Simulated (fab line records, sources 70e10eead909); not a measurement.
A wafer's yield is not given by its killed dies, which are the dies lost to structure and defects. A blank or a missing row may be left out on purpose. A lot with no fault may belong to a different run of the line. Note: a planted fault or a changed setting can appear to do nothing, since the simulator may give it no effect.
fab line records	flow nandHarc
record lots=24	wafers=72	lastDay=24
route steps=1159 shown A_STAIRCASE@675 A_SGD_CUT@758
lots untouched by any fault: they come from a run of this same line in which no faults occurred
startH: start of the lot's first displayed wafer, in hours after the record's first day	waitH: hours from the lot's prior step to this one	" same as the row above	L1.1+2: one row covering several wafers at once	- no value present, or no start provided	* or withheld: withheld	< > ~ a bound
route shown NAME@n: a module of which the file shows steps, and the number in the route of the first	usual: average and standard deviation across the fault-free wafers	same: alike in all rows	chamber/n: place in a boat	sites: per-site readings	_std_site: the standard deviation of these	_edge_site: mean of outer sites minus mean of inner sites	radiusMm: how far each site lies from the wafer's centre	mask NAME#n: copy n	behind: the tool/chamber that last shaped the wafer	hold: why the lot went on hold/how many hours it stayed there/how the hold came to an end	device: whichever transistor did not switch (one of n, p or np)	end of line: tests of these same wafers at the route's end	step lacking rows: just its recipe	killed: count of dies lost to structure and defects at first sort (not the wafer's yield)	map: dies across one wafer; x = killed, . = not, _ = none there
set.NAME: setting as actually run; set.NAME@STEP: the setting as run at that earlier step	model.NAME: the simulator's own value behind a step, which no gauge read
route steps across a sampled set of lots; one table per step, one row per wafer
services: a tool's chamber out of use, with start hour (startH, from the record's first day; less than 0 if before it), hours out, and reason
## steps
# step NHARC_A_STAIRCASE_HM_DEP_462
# recipe targetThkA=8000	tempC=400	material=aC
# usual susceptorTempC=400.02/0.21	throttleValvePct=35.000/0.0088
lot.wafer	tool	chamber	startH	waitH	susceptorTempC	throttleValvePct
L074.1	aclDep-03	0	256.99	0.1	399.78	34.978
L074.3	"	0	"	"	400.24	35.015
L074.5	"	0	"	"	399.99	35.004
L076.1	aclDep-03	0	259.97	0.1	400.46	35.001
L076.2	"	0	"	"	400.14	34.999
L076.5	"	0	"	"	400.15	35.000
L075.2	aclDep-02	0	261.19	1.0	399.78	35.001
L075.3	"	0	"	"	399.97	35.001
L075.6	"	0	"	"	400.21	35.000
L078.2	aclDep-01	0	267.20	0.4	399.83	35.003
L078.5	"	0	"	"	399.90	35.000
L078.6	"	0	"	"	400.25	35.004
L077.3	aclDep-02	0	269.79	1.5	399.72	34.996
L077.4	"	0	"	"	399.99	34.986
L077.5	"	0	"	"	399.93	34.999
L080.1	aclDep-01	0	286.16	0.1	399.84	34.997
L080.2	"	0	"	"	400.27	34.997
L080.6	"	0	287.71	1.6	400.28	34.999
L079.1	aclDep-01	0	288.02	0.6	-	34.995
L079.4	"	0	"	"	-	35.003
L079.6	"	0	"	"	-	35.003
L083.3	aclDep-03	0	303.86	4.8	399.83	35.012
L083.4	"	0	"	"	399.84	34.997
L083.6	"	0	"	"	400.27	35.004
L082.3	aclDep-02	0	307.11	6.1	399.96	34.990
L082.4	"	0	"	"	400.26	35.005
L082.6	"	0	"	"	399.94	34.997
L081.1	aclDep-02	0	309.01	2.0	399.85	35.001
L081.3	"	0	"	"	400.00	34.999
L081.6	"	0	"	"	400.11	34.986
L084.2	aclDep-01	0	318.84	0.4	400.10	35.007
L084.3	"	0	"	"	399.92	34.986
L084.6	"	0	"	"	399.90	35.002
L085.1	aclDep-01	0	320.38	0.8	400.00	34.987
L085.3	"	0	"	"	400.16	35.007
L085.4	"	0	"	"	399.92	34.993
L087.1	aclDep-03	0	332.52	1.4	400.38	35.001
L087.2	"	0	"	"	399.84	34.989
L087.3	"	0	"	"	399.84	35.005
L086.2	aclDep-02	0	333.69	1.1	400.07	34.997
L086.4	"	0	"	"	400.11	34.998
L086.5	"	0	"	"	399.90	34.999
L089.1	aclDep-03	0	346.27	1.7	400.12	35.011
L089.4	"	0	"	"	400.05	35.002
L089.5	"	0	"	"	400.05	34.991
L088.2	aclDep-03	0	348.44	2.8	400.61	35.001
L088.5	"	0	"	"	400.02	34.983
L088.6	"	0	"	"	400.33	35.006
L091.1	aclDep-03	0	349.98	0.5	-	35.008
L091.3	"	0	"	"	-	35.004
L091.5	"	0	"	"	-	35.013
L092.1	aclDep-03	0	354.52	1.3	-	34.997
L092.2	"	0	"	"	-	34.999
L092.4	"	0	"	"	-	35.009
L090.1	aclDep-01	0	356.17	1.8	-	35.004
L090.2	"	0	"	"	-	34.996
L090.4	"	0	"	"	-	34.997
L093.1	aclDep-03	0	358.20	0.1	399.65	34.989
L093.2	"	0	"	"	399.86	35.013
L093.3	"	0	"	"	399.78	34.984
L094.1	aclDep-01	0	372.96	0.1	399.89	35.003
L094.3	"	0	"	"	400.01	35.004
L094.5	"	0	"	"	400.25	35.011
L097.1	aclDep-02	0	383.65	0.9	400.29	34.997
L097.2	"	0	"	"	400.24	34.973
L097.3	"	0	"	"	400.11	35.006
L096.1	aclDep-03	0	384.64	1.5	-	35.004
L096.4	"	0	"	"	-	35.012
L096.5	"	0	"	"	-	35.011
L095.2	aclDep-02	0	385.80	1.4	399.87	34.998
L095.4	"	0	"	"	400.09	34.997
L095.5	"	0	"	"	399.90	34.982
# step NHARC_A_STAIRCASE_STRIP_446
# recipe powerW=1500	tempC=250	chemistry=O2
# usual drypumpMotorCurrentA=5.9/0.41	heaterPowerW=319/10	rfReflPowerW=27/15
lot.wafer	tool	chamber	startH	waitH	drypumpMotorCurrentA	heaterPowerW	rfHoursCounterH	rfReflPowerW
L074.1	plasmaAsher-02	1	303.95	0.0	5.7	313	38	18
L074.3	"	0	"	"	6.4	326	-	32
L074.5	"	0	"	"	6.4	326	-	32
L075.2	plasmaAsher-01	1	308.78	0.0	6.3	320	7	49
L075.3	"	0	"	"	5.4	332	-	8
L075.6	"	0	"	"	5.5	322	-	8
L076.1	plasmaAsher-01	0	309.45	0.0	5.4	330	7	10
L076.2	"	1	"	"	6.3	321	7	48
L076.5	"	0	"	"	5.4	323	-	10
L078.2	plasmaAsher-02	1	314.68	0.0	5.7	298	41	17
L078.6	"	1	"	"	5.7	311	-	18
L078.5	"	0	"	"	6.4	331	-	31
L077.4	plasmaAsher-02	0	315.10	0.1	6.4	320	-	-
L077.3	"	1	"	"	5.7	312	-	-
L077.5	"	0	"	"	6.4	320	-	-
L079.1	plasmaAsher-01	1	330.74	0.1	6.3	325	14	48
L079.4	"	0	"	"	5.4	329	-	9
L079.6	"	1	"	"	6.3	322	-	49
L080.1	plasmaAsher-02	0	330.83	0.0	6.4	323	46	34
L080.2	"	1	"	"	5.7	296	46	18
L080.6	"	0	"	"	6.4	320	-	33
L082.4	plasmaAsher-02	1	353.71	0.1	5.7	300	-	17
L082.3	"	0	"	"	6.4	326	-	33
L082.6	"	0	"	"	6.4	321	-	31
L081.1	plasmaAsher-02	0	354.37	0.1	6.4	320	55	33
L081.3	"	1	"	"	5.7	303	-	17
L081.6	"	0	"	"	6.4	327	-	32
L083.4	plasmaAsher-02	1	355.15	0.1	5.7	310	-	18
L083.3	"	0	"	"	6.4	321	-	32
L083.6	"	1	"	"	5.7	300	-	19
L085.1	plasmaAsher-01	0	366.96	0.4	5.4	329	30	9
L085.3	"	1	"	"	6.3	315	-	49
L085.4	"	0	"	"	5.4	320	-	8
L084.2	plasmaAsher-01	0	367.57	0.7	5.4	333	31	9
L084.3	"	0	"	"	5.4	331	-	10
L084.6	"	0	"	"	5.4	334	-	9
L087.1	plasmaAsher-01	0	377.84	0.0	5.4	335	36	-
L087.2	"	1	"	"	6.3	310	36	-
L087.3	"	1	"	"	6.3	314	-	-
L086.2	plasmaAsher-02	1	378.09	0.1	5.7	297	4	18
L086.4	"	0	"	"	6.4	324	-	32
L086.5	"	1	"	"	5.7	309	-	17
L088.2	plasmaAsher-02	1	399.76	0.0	5.7	307	9	17
L088.5	"	1	"	"	5.7	311	-	17
L088.6	"	0	"	"	6.4	318	-	35
L089.1	plasmaAsher-01	0	399.99	0.2	5.4	329	42	9
L089.4	"	1	"	"	6.3	317	-	48
L089.5	"	1	"	"	6.3	321	-	48
L091.1	plasmaAsher-01	1	400.23	0.1	6.3	323	42	49
L091.3	"	0	"	"	5.5	334	-	8
L091.5	"	0	"	"	5.4	322	-	9
L090.1	plasmaAsher-02	0	401.24	0.1	6.4	324	11	32
L090.2	"	1	"	"	5.7	316	11	18
L090.4	"	0	"	"	6.4	329	-	31
L092.1	plasmaAsher-01	1	401.29	0.0	6.3	319	43	48
L092.2	"	0	"	"	5.4	334	43	9
L092.4	"	0	"	"	5.4	325	-	9
L093.2	plasmaAsher-01	0	405.18	0.0	5.4	341	45	8
L093.1	"	1	"	"	6.3	327	45	49
L093.3	"	1	"	"	6.3	309	-	49
L094.1	plasmaAsher-01	1	416.84	0.1	6.3	323	48	-
L094.3	"	0	"	"	5.4	328	-	-
L094.5	"	1	"	"	6.3	311	-	-
L097.2	plasmaAsher-01	0	427.92	0.0	5.4	327	50	9
L097.1	"	1	"	"	6.3	319	50	49
L097.3	"	1	"	"	6.3	319	-	49
L095.2	plasmaAsher-02	0	428.50	0.1	6.4	324	18	31
L095.4	"	1	"	"	5.7	303	-	17
L095.5	"	0	"	"	6.4	329	-	31
L096.1	plasmaAsher-01	1	429.41	0.1	6.3	328	51	49
L096.4	"	1	"	"	6.3	324	-	49
L096.5	"	1	"	"	6.3	320	-	48
# step NHARC_A_STAIRCASE_CMP_152
# usual motorCurrentA=11.6/1.1
lot.wafer	tool	chamber	startH	waitH	motorCurrentA
L074.3	cmp-01	1	304.84	0.1	12.2
L074.1	"	2	"	"	11.5
L074.5	"	0	"	"	10.5
L075.2	cmp-02	1	309.68	0.1	10.8
L075.3	"	2	"	"	13.2
L075.6	"	3	"	"	13.4
L076.2	cmp-02	3	310.33	0.1	13.2
L076.1	"	1	"	"	11.4
L076.5	"	0	"	"	9.9
L078.2	cmp-02	0	315.64	0.1	10.0
L078.6	"	0	"	"	9.9
L078.5	"	1	"	"	11.1
L077.4	cmp-01	2	315.89	0.1	11.3
L077.3	"	0	"	"	11.7
L077.5	"	1	"	"	12.0
L079.4	cmp-01	1	331.58	0.1	12.0
L079.1	"	2	"	"	11.0
L079.6	"	1	"	"	12.5
L080.2	cmp-04	2	331.73	0.1	11.3
L080.1	"	3	"	"	11.5
L080.6	"	2	"	"	11.4
L082.3	cmp-01	3	354.62	0.1	14.1
L082.4	"	0	"	"	11.8
L082.6	"	1	"	"	12.4
L081.1	cmp-04	2	355.25	0.1	11.2
L081.3	"	0	"	"	12.1
L081.6	"	3	"	"	11.5
L083.4	cmp-04	1	355.93	0.1	10.7
L083.3	"	0	"	"	12.7
L083.6	"	2	"	"	11.5
L085.1	cmp-02	1	367.79	0.1	11.8
L085.3	"	2	"	"	13.1
L085.4	"	3	"	"	12.6
L084.2	cmp-01	0	368.41	0.1	11.4
L084.3	"	1	"	"	11.9
L084.6	"	0	"	"	10.6
L087.2	cmp-02	3	378.72	0.1	12.7
L087.1	"	0	"	"	9.0
L087.3	"	1	"	"	11.5
L086.4	cmp-04	3	378.98	0.1	11.1
L086.2	"	1	"	"	9.9
L086.5	"	3	"	"	11.4
L088.2	cmp-02	2	400.66	0.1	13.6
L088.5	"	0	"	"	9.6
L088.6	"	1	"	"	10.9
L089.1	cmp-01	2	400.83	0.1	11.8
L089.4	"	0	"	"	11.5
L089.5	"	1	"	"	12.1
L091.3	cmp-01	0	401.11	0.1	11.2
L091.1	"	2	"	"	11.6
L091.5	"	0	"	"	11.3
L090.2	cmp-01	2	402.11	0.1	11.4
L090.1	"	3	"	"	13.0
L090.4	"	0	"	"	11.1
L092.4	cmp-02	1	402.18	0.1	10.7
L092.1	"	2	"	"	12.6
L092.2	"	0	"	"	9.4
L093.3	cmp-01	0	406.06	0.1	10.9
L093.1	"	1	"	"	11.7
L093.2	"	3	"	"	13.7
L094.1	cmp-04	2	417.67	0.1	11.0
L094.3	"	0	"	"	12.7
L094.5	"	2	"	"	11.8
L097.3	cmp-04	1	428.81	0.1	11.1
L097.1	"	2	"	"	11.6
L097.2	"	0	"	"	12.5
L095.4	cmp-04	2	429.34	0.1	11.1
L095.2	"	0	"	"	12.5
L095.5	"	1	"	"	10.9
L096.1	cmp-04	3	430.27	0.1	12.2
L096.4	"	0	"	"	12.6
L096.5	"	2	"	"	11.8
# step NHARC_A_SGD_CUT_CD_MEAS_09
# recipe targetCdNm=100	landingEnergyEv=500
# usual cdNm=99.9/0.44
lot.wafer	tool	chamber	startH	waitH	cdNm
L074.1	cdSem-01	0	307.54	-	99.7
L074.3	"	0	"	"	100.2
L074.5	"	0	"	"	99.8
L075.2	cdSem-02	0	312.15	-	100.2
L075.3	"	0	"	"	99.4
L075.6	"	0	"	"	100.4
L076.1	cdSem-01	0	312.93	-	99.6
L076.2	"	0	"	"	99.6
L076.5	"	0	"	"	100.1
L078.2	cdSem-03	0	318.40	-	99.5
L078.5	"	0	"	"	99.8
L078.6	"	0	"	"	99.8
L077.3	cdSem-02	0	318.79	-	100.7
L077.4	"	0	"	"	100.4
L077.5	"	0	"	"	100.5
L079.1	cdSem-02	0	334.22	-	99.6
L079.4	"	0	"	"	99.9
L079.6	"	0	"	"	99.7
L080.1	cdSem-01	0	334.37	-	99.5
L080.2	"	0	"	"	100.0
L080.6	"	0	"	"	99.5
L082.3	cdSem-03	0	357.20	-	100.1
L082.4	"	0	"	"	99.6
L082.6	"	0	"	"	100.7
L081.1	cdSem-01	0	358.02	-	99.8
L081.3	"	0	"	"	99.7
L081.6	"	0	"	"	100.0
L083.3	cdSem-01	0	358.43	-	100.8
L083.4	"	0	"	"	99.9
L083.6	"	0	"	"	100.6
L085.1	cdSem-01	0	370.32	-	101.1
L085.3	"	0	"	"	100.5
L085.4	"	0	"	"	100.9
L084.2	cdSem-01	0	370.97	-	99.7
L084.3	"	0	"	"	99.6
L084.6	"	0	"	"	99.2
L087.1	cdSem-02	0	381.23	-	100.3
L087.2	"	0	"	"	100.3
L087.3	"	0	"	"	100.0
L086.2	cdSem-03	0	381.47	-	99.4
L086.4	"	0	"	"	99.2
L086.5	"	0	"	"	99.4
L088.2	cdSem-02	0	403.33	-	99.5
L088.5	"	0	"	"	99.7
L088.6	"	0	"	"	99.2
L089.1	cdSem-01	0	403.48	-	99.5
L089.4	"	0	"	"	99.9
L089.5	"	0	"	"	99.0
L091.1	cdSem-03	0	403.64	-	99.3
L091.3	"	0	"	"	99.9
L091.5	"	0	"	"	99.9
L090.1	cdSem-03	0	404.99	-	99.4
L090.2	"	0	"	"	99.3
L090.4	"	0	"	"	99.5
L092.1	cdSem-03	0	405.21	-	99.6
L092.2	"	0	"	"	100.6
L092.4	"	0	"	"	100.6
L093.1	cdSem-01	0	408.69	-	99.7
L093.2	"	0	"	"	100.4
L093.3	"	0	"	"	100.0
L094.1	cdSem-01	0	420.18	-	99.7
L094.3	"	0	"	"	100.4
L094.5	"	0	"	"	100.4
L097.1	cdSem-02	0	431.95	-	100.1
L097.2	"	0	"	"	100.5
L097.3	"	0	"	"	99.5
L095.2	cdSem-02	0	432.24	-	99.8
L095.4	"	0	"	"	99.8
L095.5	"	0	"	"	99.8
L096.1	cdSem-01	0	432.90	-	100.0
L096.4	"	0	"	"	100.1
L096.5	"	0	"	"	100.3
# step NHARC_A_SGD_CUT_OVL_MEAS_10
# usual overlayXNm=-0.2/0.76	overlayYNm=-0.1/0.87
lot.wafer	tool	chamber	startH	waitH	overlayXNm	overlayYNm
L074.1	overlay-02	-	307.63	-	-1.2	0.0
L074.3	"	-	"	"	-0.9	0.3
L074.5	"	-	"	"	-1.0	0.0
L075.2	overlay-02	-	312.24	-	-1.2	-0.7
L075.3	"	-	"	"	-1.7	-0.2
L075.6	"	-	"	"	-0.4	-0.6
L076.1	overlay-02	-	313.02	-	-0.2	-0.4
L076.2	"	-	"	"	-0.6	-0.7
L076.5	"	-	"	"	0.1	-0.6
L078.2	overlay-02	-	318.48	-	-1.3	-2.0
L078.5	"	-	"	"	-0.7	-1.8
L078.6	"	-	"	"	-1.2	-2.0
L077.3	overlay-01	-	318.87	-	-0.1	-0.6
L077.4	"	-	"	"	-0.1	-0.5
L077.5	"	-	"	"	-0.1	-0.7
L079.1	overlay-02	-	334.31	-	-1.1	-0.4
L079.4	"	-	"	"	-0.8	-0.2
L079.6	"	-	"	"	-0.9	0.2
L080.1	overlay-01	-	334.48	-	1.0	0.2
L080.2	"	-	"	"	1.2	0.8
L080.6	"	-	"	"	1.3	0.3
L082.3	overlay-02	-	357.28	-	0.7	0.8
L082.4	"	-	"	"	0.6	1.2
L082.6	"	-	"	"	0.8	1.1
L081.1	overlay-01	-	358.11	-	-1.7	-1.3
L081.3	"	-	"	"	-1.6	-1.2
L081.6	"	-	"	"	-1.1	-1.3
L083.3	overlay-01	-	358.52	-	0.6	-0.5
L083.4	"	-	"	"	0.3	0.0
L083.6	"	-	"	"	0.6	-0.7
L085.1	overlay-01	-	370.42	-	-1.1	-0.3
L085.3	"	-	"	"	-1.1	-1.0
L085.4	"	-	"	"	-0.7	-0.6
L084.2	overlay-01	-	371.06	-	-1.2	0.3
L084.3	"	-	"	"	-1.3	1.2
L084.6	"	-	"	"	-1.1	0.6
L087.1	overlay-02	-	381.32	-	0.0	0.5
L087.2	"	-	"	"	0.2	0.4
L087.3	"	-	"	"	0.3	0.5
L086.2	overlay-01	-	381.56	-	0.2	-0.4
L086.4	"	-	"	"	-0.7	-0.7
L086.5	"	-	"	"	-0.8	-0.1
L088.2	overlay-01	-	403.42	-	-0.5	0.4
L088.5	"	-	"	"	-0.6	0.8
L088.6	"	-	"	"	0.0	0.5
L089.1	overlay-02	-	403.57	-	0.8	-0.1
L089.4	"	-	"	"	0.4	0.5
L089.5	"	-	"	"	-0.2	0.0
L091.1	overlay-02	-	403.73	-	0.7	-0.5
L091.3	"	-	"	"	0.9	0.1
L091.5	"	-	"	"	0.6	0.0
L090.1	overlay-02	-	405.07	-	-0.6	0.6
L090.2	"	-	"	"	-0.2	0.5
L090.4	"	-	"	"	-0.6	-0.1
L092.1	overlay-02	-	405.30	-	1.0	0.9
L092.2	"	-	"	"	1.2	0.4
L092.4	"	-	"	"	0.3	0.2
L093.1	overlay-01	-	408.78	-	-0.5	1.2
L093.2	"	-	"	"	-0.8	0.3
L093.3	"	-	"	"	-0.9	0.3
L094.1	overlay-02	-	420.28	-	-0.8	-0.6
L094.3	"	-	"	"	-0.9	-0.8
L094.5	"	-	"	"	-0.6	-1.1
L097.1	overlay-01	-	432.04	-	0.5	0.7
L097.2	"	-	"	"	0.9	0.5
L097.3	"	-	"	"	0.4	0.5
L095.2	overlay-02	-	432.33	-	0.1	0.6
L095.4	"	-	"	"	-0.1	1.4
L095.5	"	-	"	"	0.0	1.0
L096.1	overlay-02	-	432.99	-	-0.5	-1.6
L096.4	"	-	"	"	-0.2	-1.9
L096.5	"	-	"	"	-0.3	-1.5
# step NHARC_A_SGD_CUT_STRIP_17
# recipe o2FlowSccm=500	arFlowSccm=0	biasW=0	chemistry=O2
# usual chamberPressureMTorr=60.00/0.054	drypumpMotorCurrentA=5.7/0.58	oesProductAu=0.999/0.0089	rfVppV=57.8/0.9	showerheadPlenumPTorr=3.57/0.15	throttleValvePct=17.036/0.0084
lot.wafer	tool	chamber	startH	waitH	chamberPressureMTorr	drypumpMotorCurrentA	oesProductAu	rfHoursCounterH	rfVppV	showerheadPlenumPTorr	throttleValvePct
L074.1	rieDiel-13	0	-	-	60.03	6.1	0.995	2	58.5	3.42	17.045
L074.3	"	1	"	"	59.95	5.2	0.986	1	58.7	3.71	17.030
L074.5	"	3	"	"	60.01	5.5	1.001	-	59.3	3.73	17.030
L075.2	rieDiel-09	3	-	-	59.98	6.7	1.024	3	56.6	3.71	17.033
L075.3	"	0	"	"	59.99	5.4	1.013	3	59.1	3.70	17.038
L075.6	"	0	"	"	60.11	5.4	1.017	-	59.0	3.70	17.050
L076.1	rieDiel-10	0	-	-	59.99	6.5	1.001	11	58.4	3.71	17.039
L076.2	"	1	"	"	60.05	6.4	1.009	13	57.4	3.44	17.020
L076.5	"	0	"	"	59.99	6.5	0.998	-	58.5	3.72	17.038
L078.2	rieDiel-10	0	-	-	59.97	6.5	0.991	12	57.9	3.71	17.036
L078.6	"	0	"	"	60.10	6.5	0.985	-	56.7	3.72	17.025
L078.5	"	1	"	"	59.96	6.4	1.001	-	56.6	3.43	17.037
L077.4	rieDiel-13	1	-	-	59.96	5.1	1.002	3	58.5	3.71	17.040
L077.3	"	2	"	"	60.09	5.6	1.003	3	58.1	3.64	17.035
L077.5	"	0	"	"	60.04	6.1	0.998	-	57.9	3.42	17.031
L079.4	rieDiel-09	2	-	-	59.98	4.9	1.008	5	57.5	3.38	17.045
L079.1	"	0	"	"	60.00	5.4	1.001	5	59.2	3.70	17.049
L079.6	"	2	"	"	60.00	5.0	1.011	-	56.2	3.38	17.035
L080.2	rieDiel-13	2	-	-	60.05	5.5	0.990	5	58.2	3.64	17.049
L080.1	"	0	"	"	60.02	6.1	0.993	6	57.1	3.42	17.040
L080.6	"	2	"	"	60.04	5.5	0.989	-	56.9	3.64	17.047
L082.4	rieDiel-09	0	-	-	60.07	5.5	0.991	7	58.1	3.70	17.031
L082.3	"	3	"	"	59.85	6.7	1.004	8	59.9	3.71	17.041
L082.6	"	1	"	"	59.99	5.7	0.988	-	58.1	3.37	17.040
L081.3	rieDiel-09	1	-	-	59.96	5.6	0.999	5	57.8	3.37	17.047
L081.1	"	3	"	"	59.97	6.7	1.006	8	58.7	3.71	17.032
L081.6	"	1	"	"	60.02	5.6	0.992	-	57.5	3.37	17.046
L083.3	rieDiel-13	0	-	-	60.06	6.1	0.986	9	56.6	3.42	17.053
L083.6	"	1	"	"	60.01	5.2	0.982	-	58.2	3.71	17.047
L083.4	"	2	"	"	60.04	5.5	0.984	-	58.3	3.64	17.039
L085.4	rieDiel-09	3	-	-	60.04	6.6	1.012	9	59.0	3.71	17.040
L085.1	"	0	"	"	59.94	5.4	1.003	8	58.8	3.70	17.031
L085.3	"	1	"	"	59.88	5.7	0.991	6	56.6	3.37	17.030
L084.2	rieDiel-13	1	-	-	59.96	5.2	0.992	10	58.3	3.71	17.036
L084.3	"	2	"	"	60.10	5.5	0.996	11	58.6	3.64	17.031
L084.6	"	1	"	"	59.98	5.2	0.985	-	59.2	3.71	17.035
L087.2	rieDiel-09	1	-	-	59.98	5.6	0.991	7	57.3	3.37	17.030
L087.1	"	3	"	"	60.06	6.7	1.013	10	58.1	3.71	17.038
L087.3	"	0	"	"	60.05	5.4	0.999	9	58.0	3.70	17.044
L086.2	rieDiel-13	2	-	-	59.95	5.5	0.983	13	56.0	3.64	17.033
L086.5	"	0	"	"	60.03	6.1	0.985	-	57.0	3.41	17.027
L086.4	"	2	"	"	60.07	5.5	1.004	-	59.4	3.64	17.023
L088.2	rieDiel-10	1	-	-	59.94	6.4	1.013	5	58.0	3.43	17.035
L088.5	"	0	"	"	59.89	6.5	1.007	-	57.9	3.71	17.046
L088.6	"	1	"	"	59.88	6.4	1.018	-	57.8	3.43	17.032
L089.4	rieDiel-09	0	-	-	60.02	5.4	1.006	11	56.6	3.70	17.039
L089.1	"	3	"	"	59.97	6.7	1.007	12	57.6	3.71	17.027
L089.5	"	0	"	"	59.98	5.4	1.005	-	58.2	3.70	17.035
L091.1	rieDiel-13	0	-	-	59.96	6.1	1.001	16	56.7	3.41	17.021
L091.3	"	1	"	"	59.90	5.1	1.000	15	57.4	3.70	17.026
L091.5	"	0	"	"	60.02	6.1	1.002	-	56.8	3.41	17.030
L090.4	rieDiel-10	0	-	-	60.09	6.5	0.998	5	57.6	3.71	17.046
L090.1	"	1	"	"	59.98	6.4	1.005	5	57.0	3.43	17.031
L090.2	"	3	"	"	59.93	4.9	0.998	5	57.5	3.55	17.033
L092.1	rieDiel-09	3	-	-	60.07	6.7	1.006	12	57.9	3.71	17.019
L092.4	"	0	"	"	60.08	5.4	1.005	11	59.0	3.70	17.048
L092.2	"	2	"	"	60.04	5.0	1.002	12	56.4	3.38	17.044
L093.1	rieDiel-13	2	-	-	60.02	5.6	0.996	17	57.3	3.64	17.034
L093.3	"	0	"	"	60.08	6.1	0.992	17	57.4	3.41	17.047
L093.2	"	1	"	"	59.94	5.2	0.985	16	58.5	3.70	17.042
L094.1	rieDiel-09	3	-	-	59.91	6.7	1.014	13	57.3	3.71	17.038
L094.3	"	1	"	"	60.08	5.7	0.993	10	57.1	3.37	17.040
L094.5	"	2	"	"	60.02	5.0	1.006	-	56.4	3.38	17.035
L097.2	rieDiel-13	1	-	-	60.04	5.2	1.002	19	60.4	3.70	17.026
L097.1	"	2	"	"	59.95	5.6	1.000	20	56.7	3.63	17.032
L097.3	"	0	"	"	60.02	6.1	1.011	20	58.2	3.41	17.040
L095.2	rieDiel-10	2	-	-	60.07	6.3	1.004	7	57.4	3.73	17.039
L095.5	"	1	"	"	59.95	6.4	1.008	-	56.8	3.43	17.034
L095.4	"	3	"	"	59.96	4.9	0.995	-	58.0	3.55	17.041
L096.1	rieDiel-10	3	-	-	60.04	4.9	0.998	7	56.8	3.55	17.034
L096.4	"	0	"	"	60.00	6.5	0.994	6	56.6	3.71	17.032
L096.5	"	2	"	"	59.97	6.3	1.012	-	58.4	3.73	17.022
## services
tool	chamber	startH	hours	kind
rieDiel-09	-	254.13	9.0	pm
cmp-04	-	264.64	0.9	repair
rieDiel-13	-	276.00	9.0	pm
plasmaAsher-01	-	276.04	9.0	pm
cmp-04	-	281.46	6.5	repair
cmp-01	-	283.20	4.0	pm
rieDiel-09	1	288.73	10.5	repair
aclDep-01	-	293.55	13.0	pm
cmp-04	-	301.29	4.0	pm
rieDiel-09	1	305.33	8.9	repair
rieDiel-09	-	337.12	0.5	repair
rieDiel-13	1	347.00	4.5	repair
plasmaAsher-02	-	349.83	0.3	repair
rieDiel-13	3	355.72	128.7	repair
plasmaAsher-02	-	360.63	9.0	pm
rieDiel-09	2	363.04	7.2	repair
cmp-04	-	368.98	6.3	repair
cmp-01	-	381.20	4.0	pm
cmp-04	-	399.29	4.0	pm
aclDep-03	-	404.33	13.0	pm
cmp-04	-	411.00	3.1	repair
cmp-01	-	416.27	18.0	repair
rieDiel-09	3	428.29	8.4	repair
rieDiel-09	-	431.13	9.0	pm
## key
fault none
